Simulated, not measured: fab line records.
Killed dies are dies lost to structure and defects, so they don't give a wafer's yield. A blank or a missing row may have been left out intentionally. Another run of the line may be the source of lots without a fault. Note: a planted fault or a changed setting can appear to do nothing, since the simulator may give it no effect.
Matching of chambers -- flow n5Finfet -- rieDiel-05 running N5_MOL_CONTACT_COAG_ETCH_59: 4 sister chambers
The step etches underlayer in N2/H2, target depth 13 nm, time 10.4 s. 4 wafers are shown with their chamber, then 7 later ones without.

## WAFERS PAIRED WITH THEIR CHAMBERS
wafer,chamber,drypumpMotorCurrentA (A)
L085.1,3,5.8
L089.5,2,6.3
L091.2,0,5.7
L091.4,1,5.1

## WAFERS MISSING THEIR CHAMBER
wafer,drypumpMotorCurrentA (A)
L091.5,6.3
L096.3,6.2
L096.4,5.6
L096.5,5.8
L097.1,5.6
L097.2,6.2
L097.3,5.1

## CHAMBER TAKEN BY EACH
wafer,from the rows above,in truth
L091.5,2,2
L096.3,2,2
L096.4,can't be placed: 0 or 3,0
L096.5,can't be placed: 3 or 0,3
L097.1,can't be placed: 0 or 3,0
L097.2,2,2
L097.3,1,1
Correct placement for 4 of the 7. Unplaceable from these rows: 3, with the true chamber sitting among the candidates in 3. Placed wrongly: 0.
How it was worked out, from the rows above alone: a wafer's distance from a chamber is the root of the sum, over the readings, of the square of ((its reading less the chamber's mean) divided by the reading's scatter). If the next closest chamber is less than 2 further off than the closest, the wafer can't be placed; otherwise it belongs to the closest. For every chamber, the mean is computed from those of its wafers that are shown. The scatter: root of mean squared gap, hidden wafer to nearest shown wafer, with one shown wafer a chamber.
